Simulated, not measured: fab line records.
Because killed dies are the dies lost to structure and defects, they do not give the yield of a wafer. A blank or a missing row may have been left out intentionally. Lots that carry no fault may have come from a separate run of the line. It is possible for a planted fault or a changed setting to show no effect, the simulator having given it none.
Which of the tools did it? -- flow n5Finfet -- 9 lots with 27 wafers sampled at 5 steps, on a route of 1938 steps

WHAT EACH GAUGE READ, for each wafer
N5_STI_FIN_REVEAL_INSPECT_13: inspects for defects (darkfield).
lot,measured,on,rawDefectCount
L711,day 2 21:38,defectInspect-01,13 15 9
L713,day 3 08:10,defectInspect-01,14 18 8
L714,day 3 13:37,defectInspect-02,818 844 810
L715,day 3 19:09,defectInspect-01,750 852 790
L724,day 6 01:14,defectInspect-01,10 15 13
L729,day 7 13:07,defectInspect-02,16 17 12
L730,day 7 13:43,defectInspect-02,5 15 13
L731,day 7 23:42,defectInspect-02,10 8 14
L733,day 8 07:53,defectInspect-01,6 12 14

TOOL THAT RAN EACH LOT (tool first, then ch and the chambers of the sampled wafers, then the start)
lot,N5_FIN_CUT_PRECLEAN_35,N5_STI_FIN_REVEAL_STRIP_24,N5_STI_FIN_REVEAL_ETCH_34,N5_STI_FIN_REVEAL_OXIDATION_33
L711,"vaporEtch-01 ch 0,1, day 2 10:56","rieDiel-05 ch 0,2,3, day 2 18:36","rieSi-04 ch 2,3, day 2 20:56","plasmaAsher-02 ch 0,1, day 2 21:22"
L713,"vaporEtch-01 ch 0,1, day 2 22:53","rieDiel-02 ch 0,1,3, day 3 05:07","rieSi-03 ch 0,3, day 3 07:28","plasmaAsher-02 ch 0,1, day 3 07:53"
L714,"vaporEtch-02 ch 0,1, day 3 04:20","rieDiel-02 ch 0,1,2, day 3 10:37","rieSi-01 ch 0,3, day 3 12:55","plasmaAsher-01 ch 0,1, day 3 13:20"
L715,"vaporEtch-02 ch 0,1, day 3 09:28","rieDiel-02 ch 1,3, day 3 16:08","rieSi-03 ch 0,1,3, day 3 18:27","plasmaAsher-02 ch 0,1, day 3 18:52"
L724,"vaporEtch-01 ch 0, day 5 15:44","rieDiel-06 ch 0,1,2, day 5 22:12","rieSi-03 ch 1,2,3, day 6 00:32","plasmaAsher-02 ch 0,1, day 6 00:58"
L729,"vaporEtch-02 ch 0,1, day 7 03:53","rieDiel-06 ch 1,2, day 7 10:05","rieSi-01 ch 0,2, day 7 12:25","plasmaAsher-01 ch 0, day 7 12:50"
L730,"vaporEtch-02 ch 0,1, day 7 04:19","rieDiel-06 ch 1,2,3, day 7 10:43","rieSi-01 ch 0,2,3, day 7 13:01","plasmaAsher-01 ch 0,1, day 7 13:26"
L731,"vaporEtch-01 ch 0,1, day 7 11:53","rieDiel-02 ch 0,2,3, day 7 19:05","rieSi-03 ch 0,1,3, day 7 23:01","plasmaAsher-01 ch 0,1, day 7 23:25"
L733,"vaporEtch-02 ch 0,1, day 7 22:41","rieDiel-05 ch 1,2,3, day 8 04:51","rieSi-01 ch 0,2,3, day 8 07:11","plasmaAsher-02 ch 0,1, day 8 07:35"
- N5_FIN_CUT_PRECLEAN_35: cleans in vHF, time 13.3 s.
- N5_STI_FIN_REVEAL_STRIP_24: strips in N2/H2, time 90 s.
- N5_STI_FIN_REVEAL_ETCH_34: etches Si in H2, material Si, target depth 0.97 nm.
- N5_STI_FIN_REVEAL_OXIDATION_33: chemistry O2 PLASMA REMOTE, time 20 s.

THE ANSWER, worked out from the rows above alone
Rule: the usual values come from the lots themselves. The widest of any qualifying gaps counts: lots, ordered by their means at a reading, are off when they make up no more than a third of the lots, leave a main group of 4 or more, and stand apart from it by 3 or more times the standard deviation of that group's means. The tables above print the reading to a certain number of digits; a main group whose means all agree to those digits is not used. A lot without any number at a reading at which 4 lots or more have one is off too. Where the step has rows for the other lots, those lots are counted as sound.
Off, at N5_STI_FIN_REVEAL_INSPECT_13 on rawDefectCount: L714, L715. The main group has a mean of 12 with a standard deviation of 1.5.
If a tool, at a process step before that reading, ran all the lots that are off and no sound lot after the first of them, it fits. Gauges at N5_STI_FIN_REVEAL_INSPECT_13: tried the same way as those tools. None of those tried fits.

WHAT THE SIMULATOR HAD PUT IN
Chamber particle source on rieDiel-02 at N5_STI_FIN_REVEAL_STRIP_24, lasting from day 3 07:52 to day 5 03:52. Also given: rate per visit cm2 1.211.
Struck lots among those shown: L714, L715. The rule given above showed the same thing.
